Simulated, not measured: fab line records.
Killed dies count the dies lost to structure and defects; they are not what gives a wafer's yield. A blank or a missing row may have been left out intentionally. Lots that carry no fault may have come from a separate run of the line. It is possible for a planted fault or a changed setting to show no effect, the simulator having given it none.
Matching of chambers -- flow n5 finfet -- N5_BEOL_M0_DEP_125 on pecvd-03 has 3 sister chambers
The step deposits SiCN from 3MS/NH3, target thk 8 nm, time 14 s. 20 wafers are shown with their chamber, then 10 later ones without.

== WAFERS WITH THEIR CHAMBER ==
wafer,chamber,showerhead plenum p Torr (Torr),throttle valve pct (%),chamber pressure Torr (Torr)
L075.2,1,3.655,8.8,2.998
L075.4,1,3.640,9.0,3.005
L075.5,0,3.649,8.9,3.002
L077.1,0,3.664,8.7,3.003
L077.5,1,3.648,8.7,2.992
L077.6,0,3.646,8.7,2.998
L082.3,1,3.650,8.7,2.996
L082.5,1,3.644,8.6,3.002
L082.6,0,3.656,9.2,2.996
L085.3,2,3.667,8.6,3.013
L085.4,2,3.663,8.6,3.007
L085.6,0,3.654,8.8,3.011
L087.1,1,3.649,8.9,3.000
L087.2,0,3.658,9.0,3.005
L087.5,1,3.651,8.8,3.003
L089.2,0,3.654,8.8,2.995
L089.3,2,3.658,8.5,2.998
L089.5,2,3.664,8.7,3.002
L092.3,0,3.652,8.7,2.998
L092.4,0,3.652,8.8,2.988

SIGNATURES, as means of the wafers listed above
reading,chamber 0,chamber 1,chamber 2,scatter within a chamber
showerhead plenum p Torr,3.65389,3.64814,3.66300,0.00486
throttle valve pct,8.844,8.786,8.600,0.144
chamber pressure Torr,2.99956,2.99943,3.00500,0.00592
Rule: for each reading, subtract the chamber's mean from the wafer's reading, divide by that reading's scatter and square the result; add these up over the readings and take the root, which gives the wafer's distance from the chamber. The wafer belongs to the nearest chamber; if the next one is less than 2 further off, it can't be placed. The scatter: the root of (the sum of the squares of (reading less its chamber's mean) over the shown wafers, divided by (wafers less chambers)).

== WAFERS WHOSE CHAMBER IS MISSING ==
wafer,showerhead plenum p Torr (Torr),throttle valve pct (%),chamber pressure Torr (Torr)
L092.5,3.665,8.8,3.004
L091.2,3.655,9.0,3.005
L091.4,3.652,8.7,3.005
L091.6,3.659,8.6,2.999
L096.1,3.644,8.7,2.997
L096.2,3.654,8.6,3.002
L096.4,3.653,8.7,2.987
L097.1,3.657,8.5,3.003
L097.2,3.646,8.9,2.994
L097.4,3.649,8.8,3.003

== THE CHAMBER EACH PASSED THROUGH ==
wafer,from the rows above,in truth
L092.5,can't be placed: 2 or 0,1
L091.2,can't be placed: 0 or 1 or 2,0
L091.4,can't be placed: 1 or 0 or 2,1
L091.6,can't be placed: 2 or 0 or 1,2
L096.1,can't be placed: 1 or 0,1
L096.2,can't be placed: 0 or 1 or 2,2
L096.4,can't be placed: 0 or 1 or 2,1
L097.1,can't be placed: 2 or 0 or 1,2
L097.2,can't be placed: 1 or 0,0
L097.4,can't be placed: 1 or 0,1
Correct placement for 0 of the 10. From these rows, 10 cannot be placed; in 9 the true chamber is one of the candidates. Number placed wrongly: 0.
